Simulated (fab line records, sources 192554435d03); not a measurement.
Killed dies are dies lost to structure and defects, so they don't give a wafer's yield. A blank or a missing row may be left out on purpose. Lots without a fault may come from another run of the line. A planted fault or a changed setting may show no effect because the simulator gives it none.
Split-lot experiment | flow n5_finfet | 7 lots, 21 wafers read, on a route of 1938 steps

THE SPLIT
At N5_HKMG_FIN_HK_ALD_01 (deposits HfO2, target thk 1.6 nm, pulse time 3 s, purge time 3 s), the setting ald_cycles was moved away from the recipe's 30 on 7 of the 21 wafers read, by -13.3% to +10.0%. The other wafers ran this setting at the recipe's value.

FROM THE SPLIT TO THE READING: what the file shows between them, 4 steps
- N5_HKMG_FIN_HK_ANNEAL_02: time 30 s
- N5_HKMG_FIN_ALD_74: deposits La2O3, target thk 0.5 nm, pulse time 6 s, co reactant pulse time 1 s
- N5_HKMG_FIN_WET_ETCH_82: etches La2O3 in dHCl, stops on HfO2, target depth 2 nm, rinse time 30 s
- N5_HKMG_FIN_ALD_36: deposits TiN, target thk 1 nm, pulse time 1 s, purge time 3 s

THE READING
HK_THK, in nm, at N5_HKMG_FIN_THK_MEAS_70 (measures by xrf). Fault-free wafers of this fab line usually give 1.569 nm, standard deviation 0.019 nm.

wafer  | tool, chamber at the split | ald_cycles as run | against the recipe | HK_THK, nm | against lot-mates on the recipe
L079.2 | ald_hk-01, 1,2             | 30                | recipe             | 1.589      | -
L079.5 | ald_hk-01, 3               | 26                | -13.3%             | 1.364      | -0.219
L079.6 | ald_hk-01, 1,2             | 30                | recipe             | 1.577      | -
L081.1 | ald_hk-01, 0,2,0           | 30                | recipe             | 1.544      | -
L081.3 | ald_hk-01, 0,2,0           | 30                | recipe             | 1.573      | -
L081.5 | ald_hk-01, 0,2,0           | 30                | recipe             | 1.547      | -
L083.1 | ald_hk-03, 2               | 30                | recipe             | 1.589      | -
L083.3 | ald_hk-03, 1,3             | 27                | -10.0%             | 1.409      | -0.180
L083.4 | ald_hk-03, 1,3             | 27                | -10.0%             | 1.420      | -0.169
L084.2 | ald_hk-02, 2,2,3           | 30                | recipe             | 1.582      | -
L084.5 | ald_hk-02, 2,2,3           | 30                | recipe             | 1.586      | -
L084.6 | ald_hk-02, 2,2,3           | 30                | recipe             | 1.587      | -
L091.2 | ald_hk-01, 3               | 32                | +6.7%              | 1.684      | +0.101
L091.4 | ald_hk-01, 2,0             | 30                | recipe             | 1.598      | -
L091.6 | ald_hk-01, 2,0             | 30                | recipe             | 1.568      | -
L094.1 | ald_hk-01, 2,3             | 33                | +10.0%             | 1.718      | +0.144
L094.2 | ald_hk-01, 2,3             | 33                | +10.0%             | 1.737      | +0.163
L094.3 | ald_hk-01, 1               | 30                | recipe             | 1.574      | -
L095.1 | ald_hk-03, 1,2             | 30                | recipe             | 1.572      | -
L095.2 | ald_hk-03, 1,2             | 30                | recipe             | 1.584      | -
L095.3 | ald_hk-03, 3               | 27                | -10.0%             | 1.444      | -0.134
Where a row lists several chambers, the file gives one row for several wafers and doesn't say which wafer went through which chamber.

THE FIT
A straight line over all 21 wafers: HK_THK changes by +0.0154 nm for each +1% of ald_cycles; r = +0.99; the points scatter about the line by 0.015 nm.
The same after taking each lot's own level away (the mean of its wafers on the recipe; 21 wafers): +0.0159 nm for each +1%; r = +0.99; scatter 0.012 nm.
On that fit, the largest move of ald_cycles shifts the reading by 0.21 nm.
The lots' own levels span 1.5547 to 1.5890 nm, that is 1.8 times the standard deviation above.
So the lot-to-lot level changes the slope little: the two slopes agree.
Check: with one of the wafers moved furthest among these (-13.3%) left out of the fit, the line predicts -0.211 nm for it against its lot-mates. It came out at -0.219 nm against them.

OTHER SPLITS ON THESE WAFERS
These wafers also went through other splits before the reading. Each is held against what the fit with the lots' levels taken away leaves over:
other split on the same wafers | wafers away from the commonest value | r with HK_THK (lot level and that fit taken away)
N5_FIN_SAQP_EXPOSE_13 dose_mj  | 8                                    | +0.05
N5_DUMMY_GATE_PECVD_30 time_s  | 8                                    | +0.02

THE FILE'S OWN FIT
HK_THK changes by +0.0157 nm for each +1% of ald_cycles, r = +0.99.
